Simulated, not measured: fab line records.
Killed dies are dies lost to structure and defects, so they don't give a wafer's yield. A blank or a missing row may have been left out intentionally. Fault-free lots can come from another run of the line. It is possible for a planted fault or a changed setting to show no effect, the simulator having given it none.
fab line records -- flow nandHarc
[record] lots = 6, wafers = 18, lastDay = 25
route steps=1159 shown P_GATE@185
lots that met no fault: taken from a fault-free run of the same line
startH: hours from the record's opening day to when the first of the lot's shown wafers began -- waitH: hours since the lot's step before -- " the same as in the row above -- L1.1+2: one row covering several wafers at once -- - either no value or no given start -- * or withheld: withheld -- < > ~ a bound
route shown NAME@n: a module of which the file shows steps, and the number in the route of the first -- usual: mean and standard deviation over wafers with no fault -- same: alike in all rows -- chamber/n: place in a boat -- sites: per-site readings -- _std_site: standard deviation across them -- _edge_site: outer sites' mean less inner sites' -- radiusMm: for every site, how far away it sits from the centre of the wafer -- mask NAME#n: copy n -- behind: tool/chamber where the wafer was last shaped -- hold: what put the lot on hold/how long, in hours/how the hold closed -- device: transistor that didn't switch, given as n, p or np -- end of line: the same wafers' tests at the end of the route -- where a step has no rows: the recipe by itself -- killed: count of dies lost to structure and defects at first sort (not the wafer's yield) -- map: the dies of a wafer, with x for killed, . for not killed, _ for no die there
set.NAME: the setting as run; set.NAME@STEP: as run at that earlier step -- model.NAME: the simulator's own value behind a step, which no gauge read
lots at selected steps of the route; one table per step, one row per wafer
services: when a tool's chamber went out of use (startH, in hours from the record's first day, below 0 if earlier), for how many hours, and the reason
[[steps]]
[step NHARC_P_GATE_CD_MEAS_59]
[recipe] targetCdNm = 720, landingEnergyEv = 500
[usual] cdNm = 720.9/2
lot.wafer,tool,chamber,startH,waitH,cdNm
L900.2,cdSem-01,0,134.97,-,723.0
L900.4,cdSem-01,0,134.97,-,722.2
L900.6,cdSem-01,0,134.97,-,722.5
L904.1,cdSem-02,0,150.93,-,719.7
L904.5,cdSem-02,0,150.93,-,720.1
L904.6,cdSem-02,0,150.93,-,723.4
L903.2,cdSem-03,0,153.11,-,721.4
L903.3,cdSem-03,0,153.11,-,720.1
L903.6,cdSem-03,0,153.11,-,722.3
L906.1,cdSem-03,0,162.65,-,717.8
L906.3,cdSem-03,0,162.65,-,719.1
L906.6,cdSem-03,0,162.65,-,717.2
L918.2,cdSem-01,0,228.93,-,722.0
L918.3,cdSem-01,0,228.93,-,722.8
L918.6,cdSem-01,0,228.93,-,720.3
L919.3,cdSem-01,0,229.96,-,724.5
L919.5,cdSem-01,0,229.96,-,720.8
L919.6,cdSem-01,0,229.96,-,723.8
[step NHARC_P_GATE_HARDBAKE_60]
[recipe] tempC = 125, timeS = 80
[step NHARC_P_GATE_DESCUM_61]
[recipe] timeS = 3, o2FlowSccm = 200, arFlowSccm = 0, biasPowerW = 0, chemistry = O2
[usual] drypumpMotorCurrentA = 5.6/0.49, oesProductAu = 1.005/0.01, rfVppV = 57.7/0.76, showerheadPlenumPTorr = 1.89/0.089, throttleValvePct = 11.309/0.0093
lot.wafer,tool,chamber,startH,waitH,drypumpMotorCurrentA,oesProductAu,rfHoursCounterH,rfVppV,showerheadPlenumPTorr,throttleValvePct
L900.4,rieDiel-13,0,135.13,-,5.1,1.010,5,56.3,1.83,11.300
L900.2,rieDiel-13,2,135.13,-,6.2,1.010,5,59.5,1.78,11.308
L900.6,rieDiel-13,0,135.13,-,5.1,1.005,-,58.7,1.83,11.309
L904.1,rieDiel-13,3,151.10,-,5.6,1.017,8,58.4,2.00,11.306
L904.6,rieDiel-13,2,151.10,-,6.2,1.007,-,57.6,1.78,11.312
L904.5,rieDiel-13,3,151.10,-,5.6,1.009,-,58.6,2.00,11.295
L903.3,rieDiel-11,0,153.28,-,5.9,1.003,47,57.5,1.80,11.311
L903.2,rieDiel-11,3,153.28,-,4.9,0.997,48,57.4,1.83,11.318
L903.6,rieDiel-11,1,153.28,-,6.4,0.994,-,57.8,1.89,11.319
L906.1,rieDiel-13,0,162.83,-,5.1,1.001,10,57.2,1.82,11.311
L906.3,rieDiel-13,1,162.83,-,6.0,1.000,10,58.8,1.95,11.312
L906.6,rieDiel-13,0,162.83,-,5.1,1.007,-,56.7,1.82,11.303
L918.2,rieDiel-08,0,229.12,-,5.7,1.013,33,58.7,1.77,11.323
L918.3,rieDiel-08,1,229.12,-,5.4,1.004,37,57.6,1.98,11.295
L918.6,rieDiel-08,2,229.12,-,4.8,1.005,-,58.1,2.02,11.293
L919.3,rieDiel-08,1,230.11,-,5.4,0.997,37,59.1,1.98,11.306
L919.6,rieDiel-08,1,230.11,-,5.4,0.998,-,58.1,1.98,11.304
L919.5,rieDiel-08,2,230.11,-,4.9,0.991,-,58.5,2.02,11.310
[step NHARC_P_GATE_IMPLANT_62]
[recipe] energyKev = 20, doseCm2 = 3e+15, tiltDeg = 7
[step NHARC_P_GATE_STRIP_112]
[recipe] powerW = 1500, tempC = 110, timeS = 200, chemistry = N2/H2
[usual] drypumpMotorCurrentA = 5.9/0.47, heaterPowerW = 88/14
lot.wafer,tool,chamber,startH,waitH,drypumpMotorCurrentA,heaterPowerW,rfHoursCounterH
L900.2,plasmaAsher-01,0,135.78,0.2,5.5,97,13
L900.4,plasmaAsher-01,0,135.78,0.2,5.5,96,-
L900.6,plasmaAsher-01,1,135.78,0.2,6.0,115,-
L904.1,plasmaAsher-01,0,151.46,0.2,5.5,96,18
L904.6,plasmaAsher-01,0,151.46,0.2,5.5,94,-
L904.5,plasmaAsher-01,1,151.46,0.2,6.0,110,-
L903.2,plasmaAsher-01,0,153.86,0.4,5.5,96,19
L903.3,plasmaAsher-01,1,153.86,0.4,5.9,110,-
L903.6,plasmaAsher-01,1,153.86,0.4,5.9,110,-
L906.1,plasmaAsher-02,1,163.24,0.2,6.7,72,54
L906.3,plasmaAsher-02,0,163.24,0.2,5.5,76,-
L906.6,plasmaAsher-02,1,163.24,0.2,6.7,74,-
L918.2,plasmaAsher-02,1,229.51,0.2,6.7,74,15
L918.3,plasmaAsher-02,1,229.51,0.2,6.7,74,-
L918.6,plasmaAsher-02,0,229.51,0.2,5.6,81,-
L919.3,plasmaAsher-01,0,230.57,0.2,5.5,93,-
L919.6,plasmaAsher-01,0,230.57,0.2,5.5,93,-
L919.5,plasmaAsher-01,1,230.57,0.2,5.9,111,-
[step NHARC_P_GATE_STRIP_76]
[recipe] powerW = 1500, tempC = 250, chemistry = O2
[usual] drypumpMotorCurrentA = 5.9/0.47, heaterPowerW = 331/53
lot.wafer,tool,chamber,startH,waitH,drypumpMotorCurrentA,heaterPowerW,rfHoursCounterH
L900.2,plasmaAsher-01,0,136.01,0.2,5.5,360,13
L900.4,plasmaAsher-01,0,136.01,0.2,5.5,349,-
L900.6,plasmaAsher-01,1,136.01,0.2,5.9,398,-
L904.1,plasmaAsher-01,0,151.72,0.2,5.5,356,19
L904.6,plasmaAsher-01,0,151.72,0.2,5.5,356,-
L904.5,plasmaAsher-01,1,151.72,0.2,5.9,403,-
L903.2,plasmaAsher-01,0,154.09,0.2,5.5,361,19
L903.3,plasmaAsher-01,1,154.09,0.2,5.9,406,-
L903.6,plasmaAsher-01,1,154.09,0.2,6.0,415,-
L906.1,plasmaAsher-02,1,163.47,0.2,6.7,271,55
L906.3,plasmaAsher-02,0,163.47,0.2,5.6,291,-
L906.6,plasmaAsher-02,1,163.47,0.2,6.7,273,-
L918.2,plasmaAsher-02,1,229.74,0.2,6.6,272,16
L918.3,plasmaAsher-02,1,229.74,0.2,6.7,270,-
L918.6,plasmaAsher-02,0,229.74,0.2,5.6,304,-
L919.3,plasmaAsher-01,0,230.76,0.2,5.5,356,-
L919.6,plasmaAsher-01,0,230.76,0.2,5.5,365,-
L919.5,plasmaAsher-01,1,230.76,0.2,5.9,401,-
[step NHARC_P_GATE_STRIP_63]
[recipe] timeS = 900, tempC = 130, chemistry = SPM
[step NHARC_P_GATE_DEHYDRATE_83]
[recipe] tempC = 150, timeS = 120
[step NHARC_P_GATE_HMDS_84]
[recipe] timeS = 30
[step NHARC_P_GATE_COAT_85]
[recipe] spinRpm = 3000
[step NHARC_P_GATE_SOFTBAKE_86]
[recipe] tempC = 122, timeS = 95
[step NHARC_P_GATE_EBR_87]
[step NHARC_P_GATE_EXPOSE_88]
[recipe] na = 0.6, targetCdNm = 2000, doseMj = 11.87, maskId = P_HVN
lot.wafer,tool,chamber,startH,waitH,mask,model.P_GATE.overlayXNm
L900.2+4+6,krfScanner-03,0,136.78,-,P_HVN#0,2.853
L904.1+5+6,krfScanner-01,0,152.35,-,P_HVN#0,6.746
L903.2+3+6,krfScanner-01,0,154.73,-,P_HVN#0,125
L906.1+3+6,krfScanner-01,0,164.09,-,P_HVN#0,104.9
L918.2+3+6,krfScanner-02,0,230.51,-,P_HVN#0,9.78
L919.3+5+6,krfScanner-03,0,231.52,-,P_HVN#0,0.8033
[step NHARC_P_GATE_PEB_89]
[recipe] pebTempC = 118, pebTimeS = 85
[[services]]
tool,chamber,startH,hours,kind
rieDiel-08,-,124.80,9.0,pm
rieDiel-13,0,132.56,-,clean
rieDiel-13,1,132.56,-,clean
rieDiel-13,2,132.56,-,clean
rieDiel-13,3,132.56,-,clean
rieDiel-08,2,146.82,5.8,repair
rieDiel-08,3,149.11,11.9,repair
rieDiel-13,0,157.06,-,clean
rieDiel-13,1,157.06,-,clean
rieDiel-13,2,157.06,-,clean
rieDiel-13,3,157.06,-,clean
krfScanner-03,-,157.18,0.8,repair
krfScanner-03,-,168.00,4.0,pm
plasmaAsher-02,-,183.54,9.0,pm
plasmaAsher-02,0,183.54,9.0,ventCycle
plasmaAsher-02,1,183.54,9.0,ventCycle
rieDiel-11,-,190.89,9.0,pm
plasmaAsher-02,0,192.54,-,clean
plasmaAsher-02,1,192.54,-,clean
rieDiel-08,0,199.78,14.0,repair
krfScanner-02,-,210.00,4.0,pm
krfScanner-01,-,214.94,1.6,repair
rieDiel-13,0,220.03,3.6,repair
krfScanner-03,-,226.22,0.7,repair
[[key]]
firstSign none at tools or gauges
[modelEffect] step = NHARC_P_GATE_EXPOSE_88, value = P_GATE.overlayXNm, without = -0.4004, struck = 114.9
metAt NHARC_P_GATE_EXPOSE_88
struckWafers L903.2,L903.3,L903.6,L906.1,L906.3,L906.6
testerLeftOut L903,L906
onsetBetween 152.35 154.73
[fault] kind = scannerMatchingOverlay, tool = krfScanner-01, chamber = -, onsetH = 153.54, steps = NHARC_P_GATE_EXPOSE_88, offset = 115.34
// testerLeftOut: of these lots the tester's yield and bins aren't shown, on N5 and GAA mostly nor the transistor test; their killed dies are dies lost to structure and defects alone, not to doping, threshold or leakage, so they don't give the yield
